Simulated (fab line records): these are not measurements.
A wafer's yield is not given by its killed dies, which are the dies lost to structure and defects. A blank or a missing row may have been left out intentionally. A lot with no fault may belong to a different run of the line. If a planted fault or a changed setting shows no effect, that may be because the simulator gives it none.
fab line records	flow n5_finfet
record lots=7	wafers=39
route steps=1938 shown FIN_SAQP@100 SD_EPI_N@273 HKMG_FIN@413 MOL_CONTACT_COAG@542
start_h: hours from the record's first day to the start of the lot's first wafer shown	wait_h: hours since the lot's step before	" repeats the value in the row above	L1.1+2: a single row standing in for several wafers	- no value present, or no start provided	* or withheld: withheld	< > ~ a bound
route shown NAME@n: a module of which the file shows steps, and the number in the route of the first	usual: mean and standard deviation over wafers with no fault	same: alike in all rows	chamber/n: place in a boat	sites: readings site by site	_std_site: their standard deviation	_edge_site: mean of outer sites minus mean of inner sites	radius_mm: how far each site lies from the wafer's centre	mask NAME#n: copy n	behind: the tool/chamber that last shaped the wafer	hold: why the lot went on hold/how many hours it stayed there/how the hold came to an end	device: whichever transistor did not switch (one of n, p or np)	end of line: tests run on the same wafers once the route is complete	where a step has no rows: the recipe by itself	killed: not the wafer's yield, but the dies lost to structure and defects at the first sort	map: a wafer's dies, x killed, . not, _ none there
set.NAME: the setting as run; set.NAME@STEP: as run at that earlier step	model.NAME: the simulator's own value behind a step, which no gauge read
lots where settings were altered on purpose, with a table for each step and a row for each wafer
## steps
# step N5_FIN_SAQP_PECVD_06
# recipe material=a-Si	target_thk_a=600	temp_c=400	precursor=SiH4/He	pressure_torr=3	rf_w=100	time_s=48.1
lot.wafer	tool	chamber	start_h	wait_h	set.time_s	model.a-Si_of_FIN_SAQP_PECVD_06.thk_nm
L081.1	pecvd-03	0	62.86	0.0	19.53	24.43
L081.2	"	1	"	"	48.1	59.95
L081.3	"	1	"	"	19.53	25.5
L081.4	"	0	"	"	48.1	60.44
L081.5	"	1	"	"	19.53	25.03
L081.6	"	0	"	"	48.1	61.07
L082.1	pecvd-01	1	69.47	0.0	48.1	58.8
L082.2	"	2	"	"	48.1	57.44
L082.3	"	2	"	"	48.1	58.54
L082.4	"	1	"	"	48.1	59.86
L082.5	"	2	"	"	48.1	58.89
L082.6	"	1	"	"	48.1	59.82
L093.1	pecvd-04	1	136.58	0.0	27.8	33.44
L093.2	"	0	"	"	48.1	58.91
L093.3	"	2	"	"	48.1	58.11
L093.4	"	1	"	"	27.8	34.9
L093.5	"	0	"	"	27.8	33.85
L093.6	"	2	"	"	48.1	59.77
L094.1	pecvd-01	2	141.71	0.0	48.1	59.64
L094.2	"	1	"	"	37.15	45.57
L094.3	"	0	"	"	48.1	59.31
L094.4	"	0	"	"	37.15	45.79
L094.5	"	1	"	"	37.15	46.35
L094.6	"	2	"	"	48.1	60.56
L095.1	pecvd-04	2	147.03	0.0	34.07	40.39
L095.2	"	1	"	"	48.1	58.13
L095.3	"	0	"	"	34.07	41.11
L095.4	"	1	"	"	48.1	59.65
L095.5	"	2	"	"	48.1	59.42
L095.6	"	0	"	"	34.07	41.64
L096.1	pecvd-04	0	154.22	0.0	48.1	59.66
L096.3	"	1	"	"	48.1	60.12
L096.5	"	0	"	"	48.1	59.7
L097.1	pecvd-01	0	159.60	0.0	48.1	59.64
L097.2	"	2	"	"	48.1	59.33
L097.3	"	1	"	"	63.1	78.72
L097.4	"	2	"	"	48.1	60.41
L097.5	"	0	"	"	63.1	79.12
L097.6	"	1	"	"	63.1	79.73
# step N5_FIN_SAQP_THK_MEAS_07
# usual thk_nm=60.0/0.82
lot.wafer	tool	chamber	start_h	wait_h	set.time_s@FIN_SAQP_PECVD_06	thk_nm
L081.1	film_metro-02	-	62.98	0.1	19.53	24.4
L081.2	"	-	"	"	48.1	60.0
L081.3	"	-	"	"	19.53	25.5
L081.4	"	-	"	"	48.1	60.5
L081.5	"	-	"	"	19.53	25.0
L081.6	"	-	"	"	48.1	61.1
L082.1	film_metro-02	-	69.59	0.1	48.1	58.8
L082.2	"	-	"	"	48.1	57.4
L082.3	"	-	"	"	48.1	58.5
L082.4	"	-	"	"	48.1	59.9
L082.5	"	-	"	"	48.1	58.9
L082.6	"	-	"	"	48.1	59.8
L093.1	film_metro-01	-	136.66	0.1	27.8	33.5
L093.2	"	-	"	"	48.1	58.9
L093.3	"	-	"	"	48.1	58.1
L093.4	"	-	"	"	27.8	34.9
L093.5	"	-	"	"	27.8	33.8
L093.6	"	-	"	"	48.1	59.7
L094.1	film_metro-02	-	141.80	0.1	48.1	59.6
L094.2	"	-	"	"	37.15	45.6
L094.3	"	-	"	"	48.1	59.3
L094.4	"	-	"	"	37.15	45.8
L094.5	"	-	"	"	37.15	46.3
L094.6	"	-	"	"	48.1	60.5
L095.1	film_metro-01	-	147.12	0.1	34.07	40.4
L095.2	"	-	"	"	48.1	58.2
L095.3	"	-	"	"	34.07	41.1
L095.4	"	-	"	"	48.1	59.6
L095.5	"	-	"	"	48.1	59.4
L095.6	"	-	"	"	34.07	41.6
L096.1	film_metro-01	-	154.31	0.1	48.1	59.7
L096.3	"	-	"	"	48.1	60.1
L096.5	"	-	"	"	48.1	59.7
L097.1	film_metro-02	-	159.70	0.1	48.1	59.6
L097.2	"	-	"	"	48.1	59.3
L097.3	"	-	"	"	63.1	78.8
L097.4	"	-	"	"	48.1	60.4
L097.5	"	-	"	"	63.1	79.1
L097.6	"	-	"	"	63.1	79.8
# step N5_FIN_SAQP_HM_DEP_72
# recipe material=SiO2	target_thk_a=120	temp_c=400	precursor=SiH4/N2O	pressure_torr=0.75	rf_w=275	time_s=7.2
# step N5_FIN_SAQP_COAT_49
# recipe resist=SOC	temp_c=250	time_s=60	spin_rpm=1500	resist_thk_nm=100
# step N5_FIN_SAQP_HM_OPEN_73
# recipe chemistry=CHF3/O2	target=SiO2	stop_on=a-Si	target_depth_a=120	over_etch_frac=1.8	mask_material=SOC	time_s=16.8	pressure_mtorr=30	source_w=650	bias_w=170	Ar_flow_sccm=200	CHF3_flow_sccm=50	O2_flow_sccm=5	ion_energy_ev=200	ends=end_point
# step N5_FIN_SAQP_STRIP_74
# recipe chemistry=CHF3/O2	resist=SiARC	rf_frequency_hz=6e+07
# step N5_FIN_SAQP_MANDREL_ETCH_22
# recipe target_depth_a=600	chemistry=HBr/Cl2	target=a-Si	stop_on=SiNx	bt_time_s=10	over_etch_frac=0.5	time_s=30	pressure_mtorr=10	icp_w=800	bias_w=75	HBr_flow_sccm=150	Cl2_flow_sccm=80	ends=end_point
# usual oes_product_au=0.762/0.011
lot.wafer	tool	chamber	start_h	wait_h	set.time_s@FIN_SAQP_PECVD_06	oes_product_au	model.etch.depth_nm
L081.1	rie_si-02	1	63.72	0.0	19.53	0.492	24.43
L081.2	"	0	"	"	48.1	0.747	59.95
L081.3	"	2	"	"	19.53	0.511	25.5
L081.4	"	2	"	"	48.1	0.777	60.44
L081.5	"	1	"	"	19.53	0.486	25.03
L081.6	"	0	"	"	48.1	0.775	61.07
L082.1	rie_si-02	3	70.46	0.0	48.1	0.761	58.8
L082.2	"	1	"	"	48.1	0.726	57.44
L082.3	"	0	"	"	48.1	0.753	58.54
L082.4	"	2	"	"	48.1	0.775	59.86
L082.5	"	3	"	"	48.1	0.769	58.89
L082.6	"	2	"	"	48.1	0.782	59.82
L093.1	rie_si-04	1	137.40	0.0	27.8	0.563	33.44
L093.2	"	2	"	"	48.1	0.758	58.91
L093.3	"	3	"	"	48.1	0.744	58.09
L093.4	"	0	"	"	27.8	0.567	34.89
L093.5	"	0	"	"	27.8	0.557	33.85
L093.6	"	1	"	"	48.1	0.755	59.77
L094.1	rie_si-04	2	142.67	0.0	48.1	0.765	59.55
L094.2	"	0	"	"	37.15	0.644	45.49
L094.3	"	3	"	"	48.1	0.748	59.25
L094.4	"	1	"	"	37.15	0.656	45.79
L094.5	"	1	"	"	37.15	0.665	46.35
L094.6	"	0	"	"	48.1	0.768	60.49
L095.1	rie_si-04	0	147.87	0.0	34.07	0.602	40.38
L095.2	"	1	"	"	48.1	0.753	58.13
L095.3	"	2	"	"	34.07	0.628	41.11
L095.4	"	3	"	"	48.1	0.750	59.64
L095.5	"	1	"	"	48.1	0.753	59.42
L095.6	"	2	"	"	34.07	0.632	41.64
L096.1	rie_si-04	3	155.05	0.0	48.1	0.757	59.65
L096.3	"	0	"	"	48.1	0.761	60.12
L096.5	"	0	"	"	48.1	0.751	59.7
L097.1	rie_si-06	3	160.74	0.0	48.1	0.774	59.55
L097.2	"	0	"	"	48.1	0.759	59.24
L097.3	"	1	"	"	63.1	0.890	78.66
L097.4	"	2	"	"	48.1	0.773	60.41
L097.5	"	2	"	"	63.1	0.911	79.05
L097.6	"	3	"	"	63.1	0.927	79.64
# step N5_SD_EPI_N_DESCUM_14
# recipe chemistry=O2	time_s=7.9	source_power_w=50	bias_power_w=20	pressure_mtorr=20	rf_frequency_hz=2.712e+07	temp_c=40	resist=CAR-ArF-block	o2_flow_sccm=225
lot.wafer	tool	chamber	start_h	wait_h	set.time_s	model.CAR-ArF-block_of_SD_EPI_N_COAT_03.thk_nm
L081.1+2	rie_diel-05	3,1	89.37	0.0	7.9	143.2
L081.3+6	"	0,2	"	"	7.9	143.6
L081.4	"	2	"	"	7.9	143.8
L081.5	"	3	"	"	7.9	143.4
L082.1	rie_diel-06	1	99.45	0.0	7.9	143
L082.2	"	2	"	"	5.812	144.8
L082.3	"	3	"	"	5.812	144.2
L082.4	"	0	"	"	7.9	143.2
L082.5	"	2	"	"	5.812	144.6
L082.6	"	3	"	"	7.9	143.4
L093.1	rie_diel-05	2	164.23	0.0	7.9	144
L093.2+5	"	3,1	"	"	9.446	142.8
L093.3	"	1	"	"	7.9	143.4
L093.4	"	0	"	"	9.446	142.6
L093.6	"	0	"	"	7.9	143.8
L094.1+4+6	rie_diel-05	0,2,1	171.53	0.0	7.9	143.6
L094.2	"	1	"	"	7.9	143.4
L094.3	"	3	"	"	7.9	144
L094.5	"	2	"	"	7.9	143.2
L095.1	rie_diel-05	3	174.75	0.0	11.49	142.2
L095.2+3	"	0,1	"	"	7.9	144
L095.4	"	2	"	"	11.49	142
L095.5	"	2	"	"	7.9	144.2
L095.6	"	3	"	"	11.49	141.8
L096.1	rie_diel-04	2	186.27	0.0	7.9	144.4
L096.3	"	3	"	"	7.9	143.6
L096.5	"	3	"	"	7.9	144.2
L097.1	rie_diel-04	3	189.35	0.2	7.9	143.4
L097.2	"	1	"	"	7.9	143.6
L097.3	"	0	"	"	7.9	143.2
L097.4+6	"	2,3	"	"	4.567	145.4
L097.5	"	0	"	"	4.567	145.2
# step N5_HKMG_FIN_CVD_62
# recipe material=a-Si	target_thk_a=30	temp_c=500	precursor=Si2H6	pressure_torr=1	time_s=20.8
lot.wafer	tool	chamber	start_h	wait_h	set.time_s	model.a-Si_of_HKMG_FIN_CVD_62.thk_nm
L081.1+3+6	thermal_cvd_si-02	1,0,1	116.11	0.2	20.8	3.2
L081.2+4+5	"	2,2,0	"	"	20.8	3
L082.1+2	thermal_cvd_si-02	1,2	125.64	0.2	20.8	3
L082.3+4+6	"	0,2,1	"	"	24.31	3.6
L082.5	"	0	"	"	20.8	3.2
L093.1+3	thermal_cvd_si-01	1,2	189.51	0.2	20.8	3
L093.2+4+6	"	0,0,1	"	"	20.8	3.2
L093.5	"	2	"	"	20.8	2.8
L094.1	thermal_cvd_si-02	0	196.98	0.2	29.28	4.2
L094.2+5+6	"	1,0,1	"	"	20.8	3.2
L094.3+4	"	2	"	"	29.28	4.4
L095.1+5	thermal_cvd_si-01	1	201.94	0.2	20.8	3
L095.2+3+4	"	0,2,2	"	"	12.4	1.8
L095.6	"	0	"	"	20.8	3.2
L096.1+3+5	thermal_cvd_si-02	0,2,1	211.00	0.2	20.8	3
L097.1	thermal_cvd_si-01	0	215.23	0.2	13.1	2
L097.2+5	"	1	"	"	20.8	3
L097.3+4	"	2	"	"	13.1	1.8
L097.6	"	0	"	"	20.8	3.2
# step N5_MOL_CONTACT_COAG_PRECLEAN_111
# recipe chemistry=NF3:NH3	afs_cycles=1	temp_c=30	time_s=20	sublimation_temp_c=180	sublimation_time_s=60	pressure_torr=3	rf_power_w=30
lot.wafer	tool	chamber	start_h	wait_h	set.time_s
L081.1+2+3+4+5+6	remote_plasma-01	1	131.48	0.3	20
L082.1+5+6	remote_plasma-01	0	140.22	0.2	14.74
L082.2+3+4	"	0	"	"	20
L093.1+2+3+4+5+6	remote_plasma-02	0	205.20	1.0	20
L094.1+2+5	remote_plasma-01	0	212.33	0.2	12.72
L094.3+4+6	"	0	"	"	20
L095.1+2+6	remote_plasma-02	0	217.11	0.6	30.58
L095.3+4+5	"	0	"	"	20
L096.1+3+5	remote_plasma-02	1	228.13	1.6	20
L097.1+4+6	remote_plasma-01	1	232.02	1.6	20
L097.2+3+5	"	1	"	"	30.38
# step N5_MOL_CONTACT_COAG_TI_SIL_19
# recipe material=Ti	target_thk_a=42	temp_c=200	chamber_pressure_pa=5	power_w=5000	time_s=15
# step N5_MOL_CONTACT_COAG_ALD_20
# recipe material=TiN	target_thk_a=15	temp_c=400	ald_precursor_family=TiCl4	ald_co_reactant=NH3	pulse_time_s=1	purge_time_s=3	co_reactant_purge_time_s=2	co_reactant_pulse_time_s=2	ald_cycles=68	pressure_torr=3
# step N5_MOL_CONTACT_COAG_PRECLEAN_125
# recipe chemistry=DIW	time_s=57.5	temp_c=23
# step N5_MOL_CONTACT_COAG_SRD_126
# recipe dry_time_s=32	dry=n2_spin	spin_rpm=1500
# step N5_MOL_CONTACT_COAG_CMP_23
# recipe stop_on=SiO2	t_overpolish_s=1.5	post_cmp_clean=cu_alkaline	down_force_psi=2	platen_rpm=50.289	pad_velocity_m_s=1.0006	target_thk_nm=0
lot.wafer	tool	chamber	start_h	wait_h	set.time_s@MOL_CONTACT_COAG_PRECLEAN_111	model.SiNx_of_GATE_CUT_SAC_CAP_01.thk_nm
L081.2+1+3+5+6	cmp-03	2,0,1,2,3	137.58	0.0	20	18.4
L081.4	"	3	"	"	20	18.2
L082.3+4	cmp-02	1,0	144.44	0.0	20	18.4
L082.2	"	2	"	"	20	18.2
L082.1	"	3	"	"	14.74	18.4
L082.5+6	"	1,2	"	"	14.74	18.6
L093.3+2+4+1+6+5	cmp-01	0,1,2,3,0,1	213.17	0.0	20	18.2
L094.3	cmp-02	0	219.62	0.0	20	18.2
L094.2+1+5	"	1,3,0	"	"	12.72	18.6
L094.4+6	"	2,1	"	"	20	18.4
L095.4+3+5	cmp-03	1,3,2	229.07	0.0	20	18.2
L095.2+1+6	"	2,0,1	"	"	30.58	17.8
L096.3+1+5	cmp-02	3,2,3	234.14	0.0	20	18.2
L097.1+4	cmp-01	0,2	236.92	0.0	20	18.2
L097.3+2	"	1,3	"	"	30.38	18
L097.6	"	0	"	"	20	18.4
L097.5	"	1	"	"	30.38	17.8
# step N5_MOL_CONTACT_COAG_WET_ETCH_26
# recipe target=Co	target_depth_nm=13
lot.wafer	tool	chamber	start_h	wait_h	set.time_s@MOL_CONTACT_COAG_PRECLEAN_111	model.SiNx_of_GATE_CUT_SAC_CAP_01.thk_nm
L081.1+2+3+4+5	wet_bench-04	0,7,6,5,2	137.93	0.0	20	18.2
L081.6	"	1	"	"	20	18.4
L082.1+5+6	wet_bench-04	6,0,3	144.79	0.0	14.74	18.4
L082.2	"	7	"	"	20	18.2
L082.3+4	"	4,5	"	"	20	18.4
L093.1+2+3+4+5+6	wet_bench-05	7,6,2,3,0,1	213.52	0.0	20	18.2
L094.1	wet_bench-04	0	219.97	0.0	12.72	18.6
L094.2+5	"	3,6	"	"	12.72	18.4
L094.3+6	"	5,4	"	"	20	18.2
L094.4	"	7	"	"	20	18.4
L095.1+2+6	wet_bench-06	5,3,2	229.43	0.0	30.58	17.8
L095.3+4+5	"	4,6,7	"	"	20	18.2
L096.1+3+5	wet_bench-06	1,3,7	234.49	0.0	20	18.2
L097.1+4+6	wet_bench-05	2,1,7	237.28	0.0	20	18.2
L097.2+5	"	6,0	"	"	30.38	17.8
L097.3	"	5	"	"	30.38	18
# step N5_MOL_CONTACT_COAG_WET_ETCH_116
# recipe chemistry=SC1-inhibited	target_depth_nm=4.6	dry=ipa_marangoni	rinse_time_s=30	rinse_temp_c=23
lot.wafer	tool	chamber	start_h	wait_h	set.time_s@MOL_CONTACT_COAG_PRECLEAN_111	model.SiNx_of_GATE_CUT_SAC_CAP_01.thk_nm
L081.1+2+3+4+5	wet_bench-04	0,7,6,5,2	138.09	0.0	20	18.2
L081.6	"	1	"	"	20	18.4
L082.1+5+6	wet_bench-04	6,0,3	144.95	0.0	14.74	18.4
L082.2	"	7	"	"	20	18.2
L082.3+4	"	4,5	"	"	20	18.4
L093.1	wet_bench-05	7	213.67	0.0	20	18
L093.2+3+4+5+6	"	6,2,3,0,1	"	"	20	18.2
L094.1	wet_bench-04	0	220.13	0.0	12.72	18.6
L094.2+5	"	3,6	"	"	12.72	18.4
L094.3+6	"	5,4	"	"	20	18.2
L094.4	"	7	"	"	20	18.4
L095.1+2+6	wet_bench-06	5,3,2	229.59	0.0	30.58	17.8
L095.3+4+5	"	4,6,7	"	"	20	18.2
L096.1+3+5	wet_bench-06	1,3,7	234.65	0.0	20	18.2
L097.1+4+6	wet_bench-05	2,1,7	237.43	0.0	20	18.2
L097.2+3+5	"	6,5,0	"	"	30.38	17.8
# step N5_MOL_CONTACT_COAG_ALD_27
# recipe material=SiOC	target_thk_a=170	temp_c=400	ald_precursor_family=carbosiloxane	ald_co_reactant=H2-plasma	pulse_time_s=1.5	time_s=2720	purge_time_s=2	co_reactant_purge_time_s=2	ald_cycles=340	pressure_torr=2
# step N5_MOL_CONTACT_COAG_CMP_28
# recipe stop_on=SiNx	t_overpolish_s=0.85	post_cmp_clean=alkaline_brush	down_force_psi=4.15	platen_rpm=51.8	pad_velocity_m_s=1.0307	target_thk_nm=14.522
lot.wafer	tool	chamber	start_h	wait_h	set.time_s@MOL_CONTACT_COAG_PRECLEAN_111	model.SiNx_of_GATE_CUT_SAC_CAP_01.thk_nm
L081.2+1+4+3+6+5	cmp-02	1,2,3,0,1,2	140.01	0.8	20	18
L082.1+6+5	cmp-03	2,2,3	146.87	0.8	14.74	18.2
L082.3+2	"	3,0	"	"	20	18
L082.4	"	1	"	"	20	18.2
L093.1+4+5	cmp-03	0,3,1	215.56	0.8	20	17.8
L093.2+3+6	"	1,2,0	"	"	20	18
L094.4+3+6	cmp-03	1,2,2	222.06	0.8	20	18
L094.2+1+5	"	3,0,1	"	"	12.72	18.2
L095.4+3+5	cmp-01	3,0,0	231.50	0.8	20	18
L095.2+1+6	"	1,2,3	"	"	30.58	17.6
L096.3	cmp-03	1	236.61	0.8	20	18
L096.1+5	"	2,1	"	"	20	17.8
L097.3+2+5	cmp-02	2,0,3	239.32	0.8	30.38	17.6
L097.1	"	3	"	"	20	17.8
L097.4+6	"	1,2	"	"	20	18
# step N5_MOL_CONTACT_COAG_THK_MEAS_29
# recipe reads=SiNx_of_GATE_CUT_PECVD_57+SiNx_of_GATE_CUT_SAC_CAP_01
# usual MD_CAP_THK=17.93/0.081
lot.wafer	tool	chamber	start_h	wait_h	set.time_s@MOL_CONTACT_COAG_PRECLEAN_111	MD_CAP_THK[nm]
L081.1	film_metro-02	-	140.30	-	20	17.97
L081.2	"	-	"	"	20	17.97
L081.3	"	-	"	"	20	18.01
L081.4	"	-	"	"	20	17.98
L081.5	"	-	"	"	20	17.89
L081.6	"	-	"	"	20	18.12
L082.1	film_metro-02	-	147.16	-	14.74	18.13
L082.2	"	-	"	"	20	17.92
L082.3	"	-	"	"	20	18.03
L082.4	"	-	"	"	20	18.14
L082.5	"	-	"	"	14.74	18.20
L082.6	"	-	"	"	14.74	18.17
L093.1	film_metro-01	-	215.86	-	20	17.87
L093.2	"	-	"	"	20	17.91
L093.3	"	-	"	"	20	17.92
L093.4	"	-	"	"	20	17.84
L093.5	"	-	"	"	20	17.86
L093.6	"	-	"	"	20	17.93
L094.1	film_metro-01	-	222.36	-	12.72	18.25
L094.2	"	-	"	"	12.72	18.16
L094.3	"	-	"	"	20	17.91
L094.4	"	-	"	"	20	18.07
L094.5	"	-	"	"	12.72	18.22
L094.6	"	-	"	"	20	17.98
L095.1	film_metro-02	-	231.80	-	30.58	17.45
L095.2	"	-	"	"	30.58	17.54
L095.3	"	-	"	"	20	17.98
L095.4	"	-	"	"	20	17.98
L095.5	"	-	"	"	20	17.89
L095.6	"	-	"	"	30.58	17.54
L096.1	film_metro-01	-	236.86	-	20	17.87
L096.3	"	-	"	"	20	17.91
L096.5	"	-	"	"	20	17.85
L097.1	film_metro-01	-	239.61	-	20	17.89
L097.2	"	-	"	"	30.38	17.68
L097.3	"	-	"	"	30.38	17.63
L097.4	"	-	"	"	20	17.89
L097.5	"	-	"	"	30.38	17.49
L097.6	"	-	"	"	20	17.98
# step N5_MOL_CONTACT_COAG_ALD_123
# recipe material=SiNx	target_thk_a=50	temp_c=400	ald_precursor_family=SiH2I2	ald_co_reactant=N2/H2-plasma	pulse_time_s=1	purge_time_s=2	co_reactant_purge_time_s=2	ald_cycles=100	pressure_torr=2
# step N5_MOL_CONTACT_COAG_PECVD_31
# recipe material=SiO2	target_thk_a=460	temp_c=400	precursor=TEOS/O2	pressure_torr=6.5	rf_w=withheld	teos_flow_sccm=withheld	gas=O2	flow_sccm=2650	time_s=8.9
# step N5_MOL_CONTACT_COAG_VIA_ETCH_46
# recipe chemistry=C4F6/O2	target_depth_a=460	overetch_a=92	mask_material=SOC	target=SiO2	bias_w=455	pressure_mtorr=10	time_s=40	source_w=325	Ar_flow_sccm=300	C4F6_flow_sccm=10	O2_flow_sccm=10	ion_energy_ev=575.3	ends=end_point
# step N5_MOL_CONTACT_COAG_STRIP_96
# recipe chemistry=N2/H2	power_w=500	temp_c=40	pressure_mtorr=50	rf_frequency_hz=6e+07	overash_fraction=0.3	bias_power_w=28	h2_frac=0.5	n2_flow_sccm=300	h2_flow_sccm=300
# step N5_MOL_CONTACT_COAG_ETCH_47
# recipe chemistry=CH3F/O2	target=SiNx	target_depth_a=270	mask_material=SiO2	stop_on=W	over_etch_frac=0.2	ion_energy_ev=120	endpoint=OES-CN	pressure_mtorr=30	source_w=395	bias_w=73	Ar_flow_sccm=150	CH3F_flow_sccm=30	O2_flow_sccm=20	ends=end_point
lot.wafer	tool	chamber	start_h	wait_h	set.time_s@MOL_CONTACT_COAG_PRECLEAN_111	model.etch.depth_nm	model.MOL_CONTACT_COAG.feature_depth_nm
L081.1+4	rie_diel-05	2,0	142.01	0.0	20	17.96	18.6
L081.2+5	"	1,3	"	"	20	17.97	18.6
L081.3	"	3	"	"	20	18	18.6
L081.6	"	0	"	"	20	18.08	18.6
L082.1	rie_diel-06	3	149.10	0.0	14.74	18.13	18.8
L082.2	"	2	"	"	20	17.93	18.6
L082.3	"	1	"	"	20	18.08	18.6
L082.4	"	0	"	"	20	18.15	18.8
L082.5	"	3	"	"	14.74	18.17	18.8
L082.6	"	2	"	"	14.74	18.19	18.8
L093.1	rie_diel-04	3	218.33	0.0	20	17.83	18.4
L093.2	"	1	"	"	20	17.9	18.4
L093.3	"	2	"	"	20	17.95	18.6
L093.4	"	0	"	"	20	17.89	18.4
L093.5	"	3	"	"	20	17.87	18.4
L093.6	"	2	"	"	20	17.93	18.6
L094.1	rie_diel-05	1	224.65	0.0	12.72	18.28	19
L094.2	"	3	"	"	12.72	18.17	18.8
L094.3	"	2	"	"	20	17.9	18.6
L094.4	"	0	"	"	20	18.07	18.6
L094.5	"	2	"	"	12.72	18.18	18.8
L094.6	"	3	"	"	20	17.97	18.6
L095.1	rie_diel-05	1	233.94	0.0	30.58	17.5	18
L095.2	"	2	"	"	30.58	17.53	18
L095.3	"	0	"	"	20	17.93	18.6
L095.4	"	3	"	"	20	17.94	18.6
L095.5	"	1	"	"	20	17.9	18.4
L095.6	"	2	"	"	30.58	17.56	18.2
L096.1	rie_diel-05	3	239.73	0.0	20	17.87	18.4
L096.3	"	0	"	"	20	17.92	18.4
L096.5	"	0	"	"	20	17.88	18.4
L097.1	rie_diel-06	3	241.33	0.0	20	17.89	18.4
L097.2	"	0	"	"	30.38	17.59	18.2
L097.3	"	1	"	"	30.38	17.61	18.2
L097.4	"	2	"	"	20	17.93	18.6
L097.5	"	0	"	"	30.38	17.52	18
L097.6	"	1	"	"	20	17.99	18.6
## key
split step=N5_FIN_SAQP_PECVD_06	setting=time_s	stated=48.1	by=wafer
response step=N5_FIN_SAQP_PECVD_06	reading=model.a-Si_of_FIN_SAQP_PECVD_06.thk_nm	change=+0.602	per=1%	r=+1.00
response step=N5_FIN_SAQP_THK_MEAS_07	reading=thk_nm	change=*	per=1%	r=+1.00
response step=N5_FIN_SAQP_MANDREL_ETCH_22	reading=oes_product_au	change=+0.00453	per=1%	r=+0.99
response step=N5_FIN_SAQP_MANDREL_ETCH_22	reading=model.etch.depth_nm	change=+0.602	per=1%	r=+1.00
split step=N5_SD_EPI_N_DESCUM_14	setting=time_s	stated=7.9	by=wafer
response step=N5_SD_EPI_N_DESCUM_14	reading=model.CAR-ArF-block_of_SD_EPI_N_COAT_03.thk_nm	change=-0.0467	per=1%	r=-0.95
split step=N5_HKMG_FIN_CVD_62	setting=time_s	stated=20.8	by=wafer
response step=N5_HKMG_FIN_CVD_62	reading=model.a-Si_of_HKMG_FIN_CVD_62.thk_nm	change=+0.0305	per=1%	r=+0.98
split step=N5_MOL_CONTACT_COAG_PRECLEAN_111	setting=time_s	stated=20	by=wafer
response step=N5_MOL_CONTACT_COAG_CMP_23	reading=model.SiNx_of_GATE_CUT_SAC_CAP_01.thk_nm	change=-0.00712	per=1%	r=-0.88
response step=N5_MOL_CONTACT_COAG_WET_ETCH_26	reading=model.SiNx_of_GATE_CUT_SAC_CAP_01.thk_nm	change=-0.00633	per=1%	r=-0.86
response step=N5_MOL_CONTACT_COAG_WET_ETCH_116	reading=model.SiNx_of_GATE_CUT_SAC_CAP_01.thk_nm	change=-0.00679	per=1%	r=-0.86
response step=N5_MOL_CONTACT_COAG_CMP_28	reading=model.SiNx_of_GATE_CUT_SAC_CAP_01.thk_nm	change=-0.00656	per=1%	r=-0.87
response step=N5_MOL_CONTACT_COAG_THK_MEAS_29	reading=MD_CAP_THK	change=-0.00686	per=1%	r=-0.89
response step=N5_MOL_CONTACT_COAG_ETCH_47	reading=model.etch.depth_nm	change=-0.00677	per=1%	r=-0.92
response step=N5_MOL_CONTACT_COAG_ETCH_47	reading=model.MOL_CONTACT_COAG.feature_depth_nm	change=-0.00781	per=1%	r=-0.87
